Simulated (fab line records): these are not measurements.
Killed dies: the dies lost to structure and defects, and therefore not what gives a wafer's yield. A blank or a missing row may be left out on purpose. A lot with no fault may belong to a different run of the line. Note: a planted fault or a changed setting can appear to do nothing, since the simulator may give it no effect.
Comparing a struck lot with a sound one    flow n5_finfet    16 out of 1938 route steps
Sound: wafers L122.1, L122.2, L122.6. Wafers L130.1, L130.2 were the ones struck. The cause is given at the end.
Each step with rows lists, per side, the tool, then ch with its chambers, then its first start. Under that, the readings that differ: sound wafers    struck wafers    difference of the means    sigmas: that difference in standard deviations of wafers without a fault.
alike: readings with means less than 2 such deviations apart, plus words and numbers identical on both sides. not compared: withheld readings, readings lacking a value on some wafer, bounds such as >300 that could conceal the same value, and numbers that have no deviation in the record and whose values overlap.
The two part at a step that has a row with sigmas, a row that says differs or no value, or rows on one side only. Numbers that have no deviation but don't overlap get no sigmas and don't part them. A reading that every wafer of one side lacks parts them only if that side has two wafers or more.

first, 7 steps without rows for these wafers: N5_SDB_COAT_04 (time 60 s, resist thk 18 nm); N5_SDB_COAT_05 (resist thk 90 nm); N5_SDB_EBR_07; N5_SDB_SOFTBAKE_06 (time 60 s); N5_SDB_EXPOSE_08 (exposes mask SDB); N5_SDB_PEB_09 (peb time 60 s); N5_SDB_DEVELOP_10 (develop time 30 s).
N5_SDB_CD_MEAS_11 targets a cd of 50 nm.
  sound on cd_sem-01 ch 0, day 6 16:17; struck on cd_sem-03 ch 0, day 8 11:35
  alike: cd_nm
N5_SDB_OVL_MEAS_12:
  sound on overlay-02 ch 0, day 6 16:19; struck on overlay-01 ch 0, day 8 11:37
  alike: SDB_OVL
N5_SDB_INSPECT_13: inspects for defects (brightfield).
  sound on defect_inspect-01 at day 6 16:20; struck on defect_inspect-01 at day 8 11:38
  alike: raw_defect_count
N5_SDB_DESCUM_16: chemistry O2, time 7.9 s.
  sound on rie_diel-03 ch 0,1, day 6 16:50; struck on rie_diel-03 ch 0,1, day 8 11:40
  alike: drypump_motor_current_A, oes_product_au, rf_vpp_V, showerhead_plenum_p_Torr, temp_c, throttle_valve_pct
  not compared: rf_hours_counter_h
N5_SDB_ETCH_17: etches SiARC in CF4, target depth 23.4 nm, time 39 s.
  sound on rie_diel-03 ch 0,1, day 6 16:52; struck on rie_diel-03 ch 0,1, day 8 11:43
  alike: cf4_flow_sccm, drypump_motor_current_A, etch_rf_on_time_s, oes_product_au, rf_vpp_V, showerhead_plenum_p_Torr, throttle_valve_pct
  not compared: rf_hours_counter_h
N5_SDB_ETCH_18: etches SOC in N2/H2, target depth 100 nm, overetch 20 nm, time 150 s.
  sound on rie_diel-03 ch 0,1, day 6 16:55; struck on rie_diel-03 ch 0,1, day 8 11:45
reading                                 sound           struck  difference  sigmas
model.SiARC_of_SDB_COAT_04.thk_nm (nm)  12.6 12.8 12.8  12 12   -1          
  alike: drypump_motor_current_A, h2_flow_sccm, oes_product_au, rf_vpp_V, showerhead_plenum_p_Torr, temp_c, throttle_valve_pct
  not compared: rf_hours_counter_h
then, 1 step without rows for these wafers: N5_SDB_STRIP_19 (strips in N2/H2).
-- the record jumps here: 4 days lie between the struck wafers' starts before and after (it left off in module SDB and takes up again in module BEOL_M4, whose first step shown is number 1111 of the route) --
N5_BEOL_M4_RC_MEAS_101:
  sound on prober-02 ch 0, day 10 20:02; struck on prober-02 ch 0, day 12 07:05
  alike: DIBL_N, DIBL_P, IOFF_N, IOFF_P, ION_N, ION_P, SS_N, SS_P, VT_N, VT_P
-- a jump in the record: the struck wafers' starts before and after are 4 days apart (it breaks off in module BEOL_M4 and resumes in module PASSIVATION, where the first step shown is number 1936 of the route) --
N5_PASSIVATION_PROBE_49:
  sound on prober-01 at day 14 23:33; struck on prober-02 at day 16 14:43
reading          sound  struck  difference  sigmas
killed_at_other  5 7 7  1       -5          -2
  alike: defect_limited_yield, killed_at_M0_to_M3, killed_at_M4_up, killed_at_contacts, killed_at_front_end, killed_dies, killed_open, killed_short, sort_bin_5_function, sort_bin_6_memory, sort_n_pass, sort_yield_pct

== WHERE THEY PART ==
Within this record, at N5_PASSIVATION_PROBE_49 only.

WHY: what the simulator had put in
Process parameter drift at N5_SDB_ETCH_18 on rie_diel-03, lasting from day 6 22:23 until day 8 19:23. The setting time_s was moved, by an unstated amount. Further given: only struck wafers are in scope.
